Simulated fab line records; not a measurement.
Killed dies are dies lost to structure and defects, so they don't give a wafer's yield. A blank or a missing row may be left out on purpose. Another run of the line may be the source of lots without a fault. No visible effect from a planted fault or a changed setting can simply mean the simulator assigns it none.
Which tool is to blame? + flow nand harc + Sampling: 24 lots, 72 wafers, 6 of 1159 route steps

== WHAT THE GAUGES SHOWED, per wafer ==
NHARC_P_ZERO_WELL_CD_MEAS_11: target cd 500 nm.
| lot  | measured    | on        | cd nm (nm)        |
|------|-------------|-----------|-------------------|
| L074 | day 1 13:15 | cd sem-02 | 498.8 500.1 497.8 |
| L075 | day 1 19:38 | cd sem-03 | 495.4 495.8 495.7 |
| L076 | day 2 01:18 | cd sem-02 | 499.4 501.0 500.2 |
| L077 | day 2 07:14 | cd sem-01 | 500.7 500.9 500.4 |
| L078 | day 2 13:15 | cd sem-03 | 500.3 500.9 500.5 |
| L079 | day 2 19:14 | cd sem-02 | 499.4 500.4 500.8 |
| L080 | day 3 01:14 | cd sem-03 | 500.3 500.4 499.1 |
| L081 | day 3 07:15 | cd sem-03 | 500.9 497.8 497.7 |
| L082 | day 3 13:14 | cd sem-01 | 497.3 498.7 497.2 |
| L083 | day 3 19:16 | cd sem-02 | 499.6 500.5 500.1 |
| L084 | day 4 01:31 | cd sem-03 | 501.0 499.6 499.1 |
| L085 | day 4 07:16 | cd sem-01 | 498.3 497.7 499.1 |
| L086 | day 4 13:21 | cd sem-02 | 498.3 498.8 498.7 |
| L087 | day 4 19:08 | cd sem-01 | 498.1 498.8 499.0 |
| L088 | day 5 01:15 | cd sem-03 | 495.9 500.1 499.5 |
| L089 | day 5 07:14 | cd sem-01 | 501.4 501.1 501.4 |
| L090 | day 5 13:08 | cd sem-01 | 500.1 501.7 500.1 |
| L091 | day 5 19:08 | cd sem-01 | 499.1 497.6 498.8 |
| L092 | day 6 01:14 | cd sem-01 | 499.1 498.9 498.3 |
| L093 | day 6 07:15 | cd sem-02 | 503.0 500.8 501.6 |
| L094 | day 6 13:07 | cd sem-02 | 498.2 496.6 497.7 |
| L095 | day 6 19:15 | cd sem-02 | 502.2 503.4 502.8 |
| L096 | day 7 01:14 | cd sem-02 | 500.3 498.0 499.5 |
| L097 | day 7 07:07 | cd sem-01 | 499.8 500.1 499.0 |

NHARC_P_GATE_INSPECT_28.
| lot  | measured     | on                | raw defect count |
|------|--------------|-------------------|------------------|
| L074 | day 4 22:50  | defect inspect-02 | 5 5 10           |
| L075 | day 5 00:40  | defect inspect-01 | 8 8 10           |
| L076 | day 5 08:50  | defect inspect-02 | 12 12 7          |
| L077 | day 5 08:10  | defect inspect-01 | 8 7 11           |
| L078 | day 5 15:22  | defect inspect-01 | 10 5 3           |
| L079 | day 6 00:14  | defect inspect-01 | 6 10 4           |
| L080 | day 6 12:23  | defect inspect-02 | 8 6 10           |
| L081 | day 6 16:02  | defect inspect-02 | 8 4 7            |
| L082 | day 6 16:33  | defect inspect-02 | 7 8 7            |
| L083 | day 7 00:29  | defect inspect-01 | 7 10 5           |
| L084 | day 7 01:00  | defect inspect-02 | 5 2 9            |
| L085 | day 7 22:35  | defect inspect-01 | 4 6 5            |
| L086 | day 7 21:40  | defect inspect-01 | 4 2 7            |
| L087 | day 7 21:56  | defect inspect-02 | 10 13 4          |
| L088 | day 7 22:17  | defect inspect-02 | 13 10 8          |
| L089 | day 8 12:55  | defect inspect-01 | 6 11 8           |
| L090 | day 8 13:12  | defect inspect-01 | 7 6 9            |
| L091 | day 9 00:53  | defect inspect-02 | 4 10 9           |
| L092 | day 9 06:13  | defect inspect-01 | 9 6 8            |
| L093 | day 9 06:23  | defect inspect-01 | 6 7 6            |
| L094 | day 9 18:23  | defect inspect-02 | 9 2 4            |
| L095 | day 9 19:07  | defect inspect-02 | 4 10 11          |
| L096 | day 10 04:35 | defect inspect-01 | 4 6 4            |
| L097 | day 10 10:54 | defect inspect-02 | 6 6 3            |

NHARC_P_GATE_CD_MEAS_46: target cd 720 nm.
| lot  | measured     | on        | cd nm (nm)        |
|------|--------------|-----------|-------------------|
| L074 | day 5 10:44  | cd sem-03 | 725.1 722.8 721.3 |
| L075 | day 5 12:34  | cd sem-02 | 718.8 721.1 719.4 |
| L076 | day 5 22:58  | cd sem-02 | 720.1 722.8 720.5 |
| L077 | day 5 20:13  | cd sem-01 | 716.5 718.9 718.7 |
| L078 | day 6 03:10  | cd sem-02 | 720.7 724.7 722.2 |
| L079 | day 6 12:09  | cd sem-01 | 725.2 720.6 721.7 |
| L080 | day 7 00:12  | cd sem-02 | 719.2 718.9 723.0 |
| L081 | day 7 03:53  | cd sem-03 | 719.1 722.1 718.7 |
| L082 | day 7 04:23  | cd sem-02 | 720.0 723.6 723.6 |
| L083 | day 7 12:12  | cd sem-02 | 722.2 719.8 721.8 |
| L084 | day 7 12:50  | cd sem-01 | 719.9 719.5 721.7 |
| L085 | day 8 11:00  | cd sem-01 | 721.4 722.3 720.7 |
| L086 | day 8 09:50  | cd sem-01 | 720.8 718.9 721.3 |
| L087 | day 8 16:21  | cd sem-02 | 720.9 720.5 720.3 |
| L088 | day 8 10:39  | cd sem-01 | 720.9 723.5 719.8 |
| L089 | day 9 00:56  | cd sem-03 | 718.4 721.8 721.2 |
| L090 | day 9 01:17  | cd sem-01 | 721.0 719.4 720.2 |
| L091 | day 9 13:07  | cd sem-02 | 718.3 720.0 716.6 |
| L092 | day 9 18:13  | cd sem-03 | 721.1 718.9 721.7 |
| L093 | day 9 20:22  | cd sem-03 | 721.7 721.3 721.6 |
| L094 | day 10 06:17 | cd sem-03 | 723.0 720.7 722.9 |
| L095 | day 10 06:57 | cd sem-03 | 722.1 717.4 719.9 |
| L096 | day 10 16:32 | cd sem-03 | 723.4 718.4 722.5 |
| L097 | day 10 23:10 | cd sem-02 | 719.7 719.7 718.7 |

== EACH LOT AND THE TOOL THAT RAN IT (in order: tool; ch and the chambers of the sampled wafers; start) ==
| lot  | NHARC_P_STI_ETCH_15             | NHARC_P_STI_CMP_21           | NHARC_P_GATE_HM_DEP_102       |
|------|---------------------------------|------------------------------|-------------------------------|
| L074 | rie si-06 ch 0,1, day 2 12:03   | cmp-02 ch 0,1, day 3 08:27   | acl dep-01 ch 0, day 4 21:28  |
| L075 | rie si-01 ch 0,1,2, day 2 18:47 | cmp-02 ch 0,3, day 3 15:49   | acl dep-02 ch 0, day 4 23:22  |
| L076 | rie si-02 ch 0,1,3, day 3 02:40 | cmp-04 ch 1,2,3, day 4 00:07 | acl dep-02 ch 0, day 5 07:28  |
| L077 | rie si-01 ch 0,2,3, day 3 02:49 | cmp-02 ch 0,1,2, day 4 00:07 | acl dep-02 ch 0, day 5 06:50  |
| L078 | rie si-01 ch 0,1,2, day 3 11:41 | cmp-01 ch 0,3, day 4 06:04   | acl dep-02 ch 0, day 5 13:58  |
| L079 | rie si-01 ch 1,2,3, day 3 19:08 | cmp-01 ch 0,1,2, day 4 17:03 | acl dep-02 ch 0, day 5 22:41  |
| L080 | rie si-06 ch 0,2,3, day 4 00:19 | cmp-04 ch 0,1,3, day 4 22:02 | acl dep-02 ch 0, day 6 11:03  |
| L081 | rie si-01 ch 1,2, day 4 07:54   | cmp-02 ch 0,1,2, day 5 06:17 | acl dep-01 ch 0, day 6 14:46  |
| L082 | rie si-06 ch 0,2,3, day 4 08:06 | cmp-04 ch 0,1,2, day 5 06:16 | acl dep-01 ch 0, day 6 15:12  |
| L083 | rie si-02 ch 1,2, day 4 20:28   | cmp-01 ch 0,1, day 5 14:49   | acl dep-02 ch 0, day 6 23:20  |
| L084 | rie si-01 ch 1,3, day 4 20:37   | cmp-04 ch 0,1,3, day 5 14:50 | acl dep-02 ch 0, day 6 23:46  |
| L085 | rie si-01 ch 2,3, day 5 10:17   | cmp-01 ch 1,2, day 6 14:18   | acl dep-01 ch 0, day 7 21:23  |
| L086 | rie si-02 ch 0,1,3, day 5 10:16 | cmp-02 ch 0,1,3, day 6 14:18 | acl dep-03 ch 0, day 7 20:16  |
| L087 | rie si-06 ch 0,1,2, day 5 19:28 | cmp-01 ch 2,3, day 6 14:27   | acl dep-02 ch 0, day 7 20:40  |
| L088 | rie si-01 ch 0,1, day 5 23:22   | cmp-02 ch 0,3, day 6 14:29   | acl dep-03 ch 0, day 7 20:48  |
| L089 | rie si-06 ch 0,1, day 6 05:35   | cmp-02 ch 2,3, day 7 03:37   | acl dep-01 ch 0, day 8 11:33  |
| L090 | rie si-06 ch 1,2, day 6 13:02   | cmp-04 ch 1,2,3, day 7 07:32 | acl dep-03 ch 0, day 8 11:55  |
| L091 | rie si-01 ch 0,2,3, day 6 17:38 | cmp-04 ch 1,3, day 7 14:03   | acl dep-03 ch 0, day 8 23:29  |
| L092 | rie si-06 ch 0,1,3, day 7 01:56 | cmp-04 ch 2,3, day 7 20:56   | acl dep-01 ch 0, day 9 04:44  |
| L093 | rie si-02 ch 0,1,3, day 7 02:09 | cmp-02 ch 0,2, day 7 20:57   | acl dep-02 ch 0, day 9 04:50  |
| L094 | rie si-02 ch 2,3, day 7 14:38   | cmp-01 ch 1,3, day 8 11:11   | acl dep-02 ch 0, day 9 17:16  |
| L095 | rie si-06 ch 0,1,2, day 7 14:27 | cmp-02 ch 1,2,3, day 8 11:11 | acl dep-03 ch 0, day 9 17:39  |
| L096 | rie si-06 ch 0,2,3, day 7 23:17 | cmp-01 ch 1,2,3, day 8 19:55 | acl dep-03 ch 0, day 10 03:14 |
| L097 | rie si-01 ch 0,1,3, day 8 08:17 | cmp-04 ch 1,2,3, day 9 02:25 | acl dep-01 ch 0, day 10 09:33 |
- NHARC_P_STI_ETCH_15: etches the open film in HBr/Cl2, target depth 300 nm, time 100.1 s.
- NHARC_P_STI_CMP_21: polishes, t overpolish 20 s, target thk 380.67 nm.
- NHARC_P_GATE_HM_DEP_102: deposits aC, target thk 120 nm.

== AS READ BY THE TOOLS THEMSELVES (means over the sampled wafers that have a number; for cases with no such wafer, the mark the record gives instead) ==
NHARC_P_STI_ETCH_15.
| lot  | tool      | drypump motor current A (A) | hbr flow sccm (sccm) | oes product au (a.u.) | throttle valve pct (%) |
|------|-----------|-----------------------------|----------------------|-----------------------|------------------------|
| L074 | rie si-06 | 5.5                         | 149.8                | 1.003                 | 26.414                 |
| L075 | rie si-01 | 5.6                         | 150.4                | 0.997                 | 26.400                 |
| L076 | rie si-02 | 5.3                         | 149.9                | 1.004                 | 26.420                 |
| L077 | rie si-01 | 5.2                         | 149.7                | 0.997                 | 26.400                 |
| L078 | rie si-01 | 5.6                         | 150.0                | 1.009                 | 26.396                 |
| L079 | rie si-01 | 5.4                         | 149.7                | 1.008                 | 26.406                 |
| L080 | rie si-06 | 6.0                         | 149.9                | 0.993                 | 26.398                 |
| L081 | rie si-01 | 5.9                         | 149.7                | 1.005                 | 26.407                 |
| L082 | rie si-06 | 6.0                         | 150.2                | 1.003                 | 26.403                 |
| L083 | rie si-02 | 5.8                         | 150.1                | 1.008                 | 26.406                 |
| L084 | rie si-01 | 5.4                         | 150.1                | 1.006                 | 26.401                 |
| L085 | rie si-01 | 4.9                         | 150.3                | 1.004                 | 26.399                 |
| L086 | rie si-02 | 5.3                         | 149.9                | 1.000                 | 26.402                 |
| L087 | rie si-06 | 5.9                         | 149.7                | 1.010                 | 26.406                 |
| L088 | rie si-01 | 6.1                         | 149.9                | 1.002                 | 26.404                 |
| L089 | rie si-06 | 6.0                         | 150.3                | 1.006                 | 26.405                 |
| L090 | rie si-06 | 5.8                         | 149.6                | 1.002                 | 26.402                 |
| L091 | rie si-01 | 5.1                         | 150.2                | 0.998                 | 26.411                 |
| L092 | rie si-06 | 5.6                         | 149.9                | 1.014                 | 26.411                 |
| L093 | rie si-02 | 5.3                         | 150.0                | 0.997                 | 26.404                 |
| L094 | rie si-02 | 5.7                         | 150.2                | 1.010                 | 26.412                 |
| L095 | rie si-06 | 5.9                         | 150.1                | 1.002                 | 26.407                 |
| L096 | rie si-06 | 6.0                         | 149.4                | 1.004                 | 26.410                 |
| L097 | rie si-01 | 5.6                         | 150.4                | 1.002                 | 26.404                 |

NHARC_P_STI_CMP_21.
| lot  | tool   | motor current A (A) | overpolish run s (s) |
|------|--------|---------------------|----------------------|
| L074 | cmp-02 | 11.9                | 19.997               |
| L075 | cmp-02 | 11.8                | 19.998               |
| L076 | cmp-04 | 11.6                | 19.985               |
| L077 | cmp-02 | 11.7                | 19.992               |
| L078 | cmp-01 | 11.8                | 19.996               |
| L079 | cmp-01 | 12.2                | 19.998               |
| L080 | cmp-04 | 12.4                | 20.004               |
| L081 | cmp-02 | 11.2                | 19.993               |
| L082 | cmp-04 | 11.7                | 19.996               |
| L083 | cmp-01 | 12.8                | 20.000               |
| L084 | cmp-04 | 12.9                | 19.989               |
| L085 | cmp-01 | 11.9                | 20.004               |
| L086 | cmp-02 | 12.0                | 20.002               |
| L087 | cmp-01 | 11.6                | 19.996               |
| L088 | cmp-02 | 10.8                | 19.998               |
| L089 | cmp-02 | 11.8                | 19.991               |
| L090 | cmp-04 | 12.0                | 19.992               |
| L091 | cmp-04 | 12.4                | 19.992               |
| L092 | cmp-04 | 11.6                | 19.995               |
| L093 | cmp-02 | 10.2                | 19.995               |
| L094 | cmp-01 | 11.3                | 19.998               |
| L095 | cmp-02 | 12.4                | 20.005               |
| L096 | cmp-01 | 11.7                | 20.002               |
| L097 | cmp-04 | 11.9                | 19.989               |

NHARC_P_GATE_HM_DEP_102.
| lot  | tool       | throttle valve pct (%) |
|------|------------|------------------------|
| L074 | acl dep-01 | 35.000                 |
| L075 | acl dep-02 | 34.999                 |
| L076 | acl dep-02 | 35.005                 |
| L077 | acl dep-02 | 34.989                 |
| L078 | acl dep-02 | 34.992                 |
| L079 | acl dep-02 | 35.007                 |
| L080 | acl dep-02 | 34.994                 |
| L081 | acl dep-01 | 34.996                 |
| L082 | acl dep-01 | 34.996                 |
| L083 | acl dep-02 | 34.999                 |
| L084 | acl dep-02 | 34.998                 |
| L085 | acl dep-01 | 35.000                 |
| L086 | acl dep-03 | 34.991                 |
| L087 | acl dep-02 | 35.016                 |
| L088 | acl dep-03 | 35.002                 |
| L089 | acl dep-01 | 35.006                 |
| L090 | acl dep-03 | 34.999                 |
| L091 | acl dep-03 | 35.002                 |
| L092 | acl dep-01 | 34.997                 |
| L093 | acl dep-02 | 34.993                 |
| L094 | acl dep-02 | 34.997                 |
| L095 | acl dep-03 | 35.005                 |
| L096 | acl dep-03 | 35.001                 |
| L097 | acl dep-01 | 34.998                 |

== THE ANSWER, worked out from the rows above alone ==
Rule: usual is defined by the lots themselves. Put in order of their means at a reading, lots are off if they are a third of the lots or fewer, leave a main group of 4 or more, and stand apart from it by a gap of 3 or more times the standard deviation of the main group's means; of several such gaps the widest counts. Not used: any main group whose means are identical at the precision the tables above print for the reading. A lot without any number at a reading at which 4 lots or more have one is off too. Where the step has rows for the other lots, those lots are counted as sound. Order of review: gauges by route order, followed by the tools' own readings, for which a lot's mean as printed above is used. The first step at which some lot is off is used, and at that step the reading that is off furthest; a lot without a number counts as furthest.
No lot is off on any of the readings shown, so nothing can be concluded from this.

== WHAT THE SIMULATOR PUT IN ==
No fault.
